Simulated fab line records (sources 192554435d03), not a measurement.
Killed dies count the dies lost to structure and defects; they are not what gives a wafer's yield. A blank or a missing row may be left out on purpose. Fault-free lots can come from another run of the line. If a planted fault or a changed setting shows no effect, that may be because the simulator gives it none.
fab line records	flow n5Finfet
record: lots: 7	wafers: 39
route steps=1938 shown BEOL_M12@1639 BEOL_M13@1694
startH: start of the lot's first displayed wafer, in hours after the record's first day	waitH: how many hours have passed since the lot's step before this one	" unchanged from the row above	L1.1+2: several wafers, shown together as one row	- value missing, or start not given	* or withheld: withheld	< > ~ a bound
route shown NAME@n: names a module that has steps shown in the file, with the first one's number in the route	usual: mean/standard deviation of fault-free wafers	same: alike in all rows	chamber/n: place in a boat	sites: each site's reading	_std_site: standard deviation of those values	_edge_site: outer sites' mean less inner sites'	radiusMm: how far each site lies from the wafer's centre	mask NAME#n: copy n	behind: tool/chamber where the wafer was last shaped	hold: the reason the lot was held/the length of the hold in hours/how it ended	device: the transistor (n, p or np) that didn't switch	end of line: tests run on the same wafers once the route is complete	a step with no rows: only its recipe	killed: count of dies lost to structure and defects at first sort (not the wafer's yield)	map: the dies of a wafer, with x for killed, . for not killed, _ for no die there
set.NAME: setting as actually run; set.NAME@STEP: the setting as run at that earlier step	model.NAME: the simulator's own value behind a step, which no gauge read
lots with deliberately changed settings; one table per step, one row per wafer
== steps ==
step: N5_BEOL_M12_TRENCH_ETCH_34
recipe: chemistry: C4F8/O2/Ar	target: SiOC	targetDepthA: 3189.5	maskMaterial: SOC	pressureMtorr: 30	sourceW: 3000	biasW: 700	Ar_flow_sccm: 400	C4F8_flow_sccm: 15	O2_flow_sccm: 8	heInnerTorr: 15	heOuterTorr: 30	timeS: 125.5	ionEnergyEv: 250
lot.wafer	tool	chamber	startH	waitH	set.timeS	model.etch.depthNm
L074.1	rieDiel-03	2	311.46	0.0	125.5	306.3
L074.3	"	1	"	"	125.5	308.7
L074.5	"	2	"	"	125.5	304.4
L082.1	rieDiel-01	0	361.13	0.0	125.5	322.5
L082.2	"	1	"	"	145.3	374.2
L082.3	"	3	"	"	145.3	374.7
L082.4	"	2	"	"	125.5	312.6
L082.5	"	2	"	"	145.3	362.6
L082.6	"	3	"	"	125.5	323.3
L085.1	rieDiel-03	1	408.60	0.0	125.5	313.7
L085.2	"	0	"	"	125.5	324.7
L085.3	"	3	"	"	50.9	124.1
L085.4	"	0	"	"	50.9	133.8
L085.5	"	1	"	"	125.5	314.1
L085.6	"	3	"	"	50.9	124.3
L089.1	rieDiel-04	1	421.39	0.0	125.5	318.9
L089.2	"	2	"	"	125.5	325.2
L089.3	"	0	"	"	125.5	318.1
L089.4	"	0	"	"	188.9	474.4
L089.5	"	1	"	"	188.9	475.1
L089.6	"	2	"	"	188.9	493
L096.1	rieDiel-03	3	437.64	0.0	125.5	308.1
L096.2	"	2	"	"	125.5	325.4
L096.3	"	1	"	"	125.5	312.5
L096.4	"	0	"	"	125.5	321.3
L096.5	"	1	"	"	125.5	313.7
L096.6	"	2	"	"	125.5	327.7
L093.1	rieDiel-03	0	456.48	0.0	68.06	171.5
L093.2	"	1	"	"	68.06	165.8
L093.3	"	2	"	"	125.5	324.1
L093.4	"	3	"	"	68.06	166.6
L093.5	"	2	"	"	125.5	324.2
L093.6	"	1	"	"	125.5	308.2
L097.1	rieDiel-04	3	465.32	0.0	125.5	314.3
L097.2	"	1	"	"	125.5	317.2
L097.3	"	2	"	"	83.64	216.9
L097.4	"	0	"	"	83.64	210.1
L097.5	"	2	"	"	125.5	327.8
L097.6	"	1	"	"	83.64	212.9
step: N5_BEOL_M12_STRIP_70
recipe: chemistry: C4F8/O2/Ar	resist: SiARC	rfFrequencyHz: 6e+07
step: N5_BEOL_M12_OCD_MEAS_35
usual: trenchDepthNm: 317/6.8
lot.wafer	tool	chamber	startH	waitH	set.timeS@BEOL_M12_TRENCH_ETCH_34	trenchDepthNm
L074.1	ocd-01	-	311.61	0.0	125.5	306
L074.3	"	-	"	"	125.5	309
L074.5	"	-	"	"	125.5	304
L082.1	ocd-02	-	361.28	0.0	125.5	322
L082.2	"	-	"	"	145.3	374
L082.3	"	-	"	"	145.3	375
L082.4	"	-	"	"	125.5	312
L082.5	"	-	"	"	145.3	362
L082.6	"	-	"	"	125.5	323
L085.1	ocd-02	-	408.76	0.0	125.5	314
L085.2	"	-	"	"	125.5	325
L085.3	"	-	"	"	50.9	124
L085.4	"	-	"	"	50.9	134
L085.5	"	-	"	"	125.5	314
L085.6	"	-	"	"	50.9	124
L089.1	ocd-02	-	421.55	0.0	125.5	319
L089.2	"	-	"	"	125.5	325
L089.3	"	-	"	"	125.5	318
L089.4	"	-	"	"	188.9	474
L089.5	"	-	"	"	188.9	475
L089.6	"	-	"	"	188.9	493
L096.1	ocd-01	-	437.80	0.0	125.5	308
L096.2	"	-	"	"	125.5	325
L096.3	"	-	"	"	125.5	312
L096.4	"	-	"	"	125.5	322
L096.5	"	-	"	"	125.5	314
L096.6	"	-	"	"	125.5	328
L093.1	ocd-01	-	456.63	0.0	68.06	171
L093.2	"	-	"	"	68.06	166
L093.3	"	-	"	"	125.5	324
L093.4	"	-	"	"	68.06	167
L093.5	"	-	"	"	125.5	324
L093.6	"	-	"	"	125.5	308
L097.1	ocd-02	-	465.48	0.0	125.5	314
L097.2	"	-	"	"	125.5	317
L097.3	"	-	"	"	83.64	217
L097.4	"	-	"	"	83.64	210
L097.5	"	-	"	"	125.5	327
L097.6	"	-	"	"	83.64	213
step: N5_BEOL_M12_STRIP_37
recipe: chemistry: N2/H2	powerW: 1000	tempC: 250	h2Frac: 0.65	overashFraction: 0.3	pressureMtorr: withheld	n2FlowSccm: 1750	h2FlowSccm: 3250
step: N5_BEOL_M12_ETCH_38
recipe: chemistry: CF4/N2	target: SiCN	targetDepthA: 687	taperDeg: 2	timeS: 73.4	ionEnergyEv: 150	maskMaterial: SiO2	pressureMtorr: 40	sourceW: 430	biasW: 70	Ar_flow_sccm: 100	cf4FlowSccm: 60	n2FlowSccm: 60
step: N5_BEOL_M12_ECD_47
recipe: material: Cu	targetThkA: 7200
step: N5_BEOL_M12_ANNEAL_48
recipe: tempC: 225	timeS: 90	ambient: N2
step: N5_BEOL_M12_CMP_49
recipe: stopOn: SiOC	tOverpolishS: 20.6	downForcePsi: 1	platenRpm: 50	clearingPlatenDownForcePsi: 1.5	clearingPlatenRpm: 50	postCmpClean: cuAlkaline	targetThkNm: 320	clearingPlatenPadVelocityMS: 0.99484	padVelocityMS: 0.99484
lot.wafer	tool	chamber	startH	waitH	set.timeS@BEOL_M12_TRENCH_ETCH_34	model.Cu_of_BEOL_M12_ECD_47.thkNm
L074.3	cmp-04	2	314.77	0.2	125.5	309.2
L074.1	"	1	"	"	125.5	307.4
L074.5	"	3	"	"	125.5	303
L082.1	cmp-01	3	362.41	0.3	125.5	322.6
L082.2	"	0	"	"	145.3	374.4
L082.3	"	1	"	"	145.3	374.2
L082.4	"	2	"	"	125.5	311.4
L082.6	"	3	"	"	125.5	322.4
L082.5	"	0	"	"	145.3	364
L085.3	cmp-02	2	412.08	0.2	50.9	123.8
L085.4	"	3	"	"	50.9	134.8
L085.2	"	0	"	"	125.5	326
L085.1+5	"	1,3	"	"	125.5	314.8
L085.6	"	2	"	"	50.9	123.6
L089.3	cmp-01	0	426.93	0.2	125.5	319.6
L089.4	"	1	"	"	188.9	475.2
L089.1	"	2	"	"	125.5	319.4
L089.2	"	3	"	"	125.5	326.8
L089.5	"	0	"	"	188.9	476.6
L089.6	"	1	"	"	188.9	493.2
L096.2	cmp-04	0	446.09	0.2	125.5	326.8
L096.3	"	1	"	"	125.5	315.6
L096.1	"	2	"	"	125.5	310.4
L096.4	"	3	"	"	125.5	320.4
L096.5	"	0	"	"	125.5	314.2
L096.6	"	1	"	"	125.5	330.8
L093.3	cmp-04	2	459.22	0.2	125.5	325.4
L093.1	"	3	"	"	68.06	170.8
L093.4+2	"	0,1	"	"	68.06	167.8
L093.6	"	2	"	"	125.5	309.6
L093.5	"	3	"	"	125.5	323.8
L097.1	cmp-02	1	466.74	0.3	125.5	315.4
L097.2	"	2	"	"	125.5	317.2
L097.4	"	3	"	"	83.64	210.4
L097.3	"	0	"	"	83.64	218
L097.6	"	1	"	"	83.64	215
L097.5	"	2	"	"	125.5	327.8
step: N5_BEOL_M12_THK_MEAS_50
recipe: thkMeasGauge: xrf	reads: Cu_of_BEOL_M12_ECD_47
usual: M12_THK: 321/7.3
lot.wafer	tool	chamber	startH	waitH	set.timeS@BEOL_M12_TRENCH_ETCH_34	M12_THK[nm]
L074.1	filmMetro-02	-	315.07	-	125.5	310
L074.3	"	-	"	"	125.5	311
L074.5	"	-	"	"	125.5	304
L082.1	filmMetro-02	-	362.70	-	125.5	331
L082.2	"	-	"	"	145.3	386
L082.3	"	-	"	"	145.3	383
L082.4	"	-	"	"	125.5	318
L082.5	"	-	"	"	145.3	373
L082.6	"	-	"	"	125.5	330
L085.1	filmMetro-02	-	412.37	-	125.5	317
L085.2	"	-	"	"	125.5	327
L085.3	"	-	"	"	50.9	125
L085.4	"	-	"	"	50.9	136
L085.5	"	-	"	"	125.5	317
L085.6	"	-	"	"	50.9	125
L089.1	filmMetro-02	-	427.22	-	125.5	325
L089.2	"	-	"	"	125.5	331
L089.3	"	-	"	"	125.5	321
L089.4	"	-	"	"	188.9	482
L089.5	"	-	"	"	188.9	484
L089.6	"	-	"	"	188.9	498
L096.1	filmMetro-02	-	446.38	-	125.5	313
L096.2	"	-	"	"	125.5	333
L096.3	"	-	"	"	125.5	320
L096.4	"	-	"	"	125.5	326
L096.5	"	-	"	"	125.5	317
L096.6	"	-	"	"	125.5	335
L093.1	filmMetro-02	-	459.51	-	68.06	172
L093.2	"	-	"	"	68.06	169
L093.3	"	-	"	"	125.5	326
L093.4	"	-	"	"	68.06	169
L093.5	"	-	"	"	125.5	326
L093.6	"	-	"	"	125.5	310
L097.1	filmMetro-02	-	467.04	-	125.5	315
L097.2	"	-	"	"	125.5	315
L097.3	"	-	"	"	83.64	217
L097.4	"	-	"	"	83.64	210
L097.5	"	-	"	"	125.5	325
L097.6	"	-	"	"	83.64	215
step: N5_BEOL_M12_PRE_CLEAN_52
recipe: gas: NH3	timeS: 15	tempC: withheld	rfPowerW: 300
step: N5_BEOL_M12_DEP_53
recipe: material: SiCN	targetThkA: 300	tempC: withheld	precursor: 3MS/NH3	pressureTorr: 3	rfW: 675	timeS: 10.5
step: N5_BEOL_M12_RS_MEAS_54
recipe: thkMeasGauge: four-point-probe	reads: Cu_of_BEOL_M12_ECD_47+Ta_of_BEOL_M12_SPUTTER_44+TaN_of_BEOL_M12_SPUTTER_43
usual: M12_RS: 0.0603/0.0014
lot.wafer	tool	chamber	startH	waitH	set.timeS@BEOL_M12_TRENCH_ETCH_34	M12_RS[ohm/sq]
L074.1	filmMetro-01	-	315.19	0.0	125.5	0.0624
L074.3	"	-	"	"	125.5	0.0620
L074.5	"	-	"	"	125.5	0.0634
L082.1	filmMetro-01	-	362.83	0.0	125.5	0.0595
L082.2	"	-	"	"	145.3	0.0509
L082.3	"	-	"	"	145.3	0.0510
L082.4	"	-	"	"	125.5	0.0617
L082.5	"	-	"	"	145.3	0.0525
L082.6	"	-	"	"	125.5	0.0596
L085.1	filmMetro-02	-	412.53	0.1	125.5	0.0612
L085.2	"	-	"	"	125.5	0.0590
L085.3	"	-	"	"	50.9	0.1669
L085.4	"	-	"	"	50.9	0.1519
L085.5	"	-	"	"	125.5	0.0611
L085.6	"	-	"	"	50.9	0.1673
L089.1	filmMetro-02	-	427.35	0.0	125.5	0.0602
L089.2	"	-	"	"	125.5	0.0588
L089.3	"	-	"	"	125.5	0.0601
L089.4	"	-	"	"	188.9	0.0399
L089.5	"	-	"	"	188.9	0.0398
L089.6	"	-	"	"	188.9	0.0384
L096.1	filmMetro-01	-	446.51	0.0	125.5	0.0618
L096.2	"	-	"	"	125.5	0.0586
L096.3	"	-	"	"	125.5	0.0607
L096.4	"	-	"	"	125.5	0.0597
L096.5	"	-	"	"	125.5	0.0611
L096.6	"	-	"	"	125.5	0.0579
L093.1	filmMetro-01	-	459.64	0.0	68.06	0.1167
L093.2	"	-	"	"	68.06	0.1188
L093.3	"	-	"	"	125.5	0.0588
L093.4	"	-	"	"	68.06	0.1190
L093.5	"	-	"	"	125.5	0.0592
L093.6	"	-	"	"	125.5	0.0620
L097.1	filmMetro-01	-	467.16	0.0	125.5	0.0607
L097.2	"	-	"	"	125.5	0.0605
L097.3	"	-	"	"	83.64	0.0898
L097.4	"	-	"	"	83.64	0.0933
L097.5	"	-	"	"	125.5	0.0584
L097.6	"	-	"	"	83.64	0.0911
step: N5_BEOL_M13_ETCH_68
recipe: chemistry: N2/H2	target: SOC	maskMaterial: SiARC	sourceW: 3000	biasW: 350	tempC: 40	timeS: 355	ionEnergyEv: 200	pressureMtorr: 30	n2FlowSccm: 200	h2FlowSccm: 200
lot.wafer	tool	chamber	startH	waitH	set.timeS	model.SiARC_of_BEOL_M13_COAT_66.thkNm
L074.1	rieDiel-05	0	317.05	0.1	355	77.6
L074.3	"	3	"	"	355	78.4
L074.5	"	2	"	"	355	77.2
L082.1	rieDiel-06	3	364.76	0.1	188.4	92.4
L082.2	"	1	"	"	188.4	93.2
L082.3	"	0	"	"	188.4	92.8
L082.4	"	2	"	"	355	76.6
L082.5	"	0	"	"	355	77.8
L082.6	"	3	"	"	355	76.4
L085.1	rieDiel-02	2	415.25	0.1	355	75.8
L085.2	"	0	"	"	355	76
L085.3+4+6	"	3,1,3	"	"	355	77.2
L085.5	"	2	"	"	355	75.6
L089.1	rieDiel-06	2	429.74	0.1	355	75.6
L089.2	"	0	"	"	355	77.4
L089.3	"	3	"	"	355	76
L089.4	"	1	"	"	355	77.8
L089.5	"	1	"	"	355	77.6
L089.6	"	2	"	"	355	75.8
L096.1	rieDiel-02	1	448.40	0.1	355	77.2
L096.2	"	0	"	"	431.5	69.4
L096.3	"	3	"	"	355	77.4
L096.4	"	2	"	"	355	76.2
L096.5	"	0	"	"	431.5	69.2
L096.6	"	3	"	"	431.5	69.8
L093.1+5	rieDiel-06	1	461.59	0.1	355	78.2
L093.2	"	3	"	"	355	76.8
L093.3	"	0	"	"	355	78
L093.4	"	2	"	"	355	76.2
L093.6	"	2	"	"	355	76.4
L097.1	rieDiel-05	1	468.90	0.1	457.6	67.6
L097.2	"	0	"	"	457.6	67.4
L097.3	"	2	"	"	457.6	67.8
L097.4+5	"	2,1	"	"	355	77.6
L097.6	"	0	"	"	355	76.6
== key ==
split: step: N5_BEOL_M12_TRENCH_ETCH_34	setting: timeS	stated: 125.5	by: wafer
response: step: N5_BEOL_M12_TRENCH_ETCH_34	reading: model.etch.depthNm	change: +3.21	per: 1%	r: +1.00
response: step: N5_BEOL_M12_OCD_MEAS_35	reading: trenchDepthNm	change: +3.21	per: 1%	r: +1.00
response: step: N5_BEOL_M12_CMP_49	reading: model.Cu_of_BEOL_M12_ECD_47.thkNm	change: +3.22	per: 1%	r: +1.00
response: step: N5_BEOL_M12_THK_MEAS_50	reading: M12_THK	change: +3.24	per: 1%	r: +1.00
response: step: N5_BEOL_M12_RS_MEAS_54	reading: M12_RS	change: -0.00114	per: 1%	r: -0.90
split: step: N5_BEOL_M13_ETCH_68	setting: timeS	stated: 355	by: wafer
response: step: N5_BEOL_M13_ETCH_68	reading: model.SiARC_of_BEOL_M13_COAT_66.thkNm	change: -0.338	per: 1%	r: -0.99
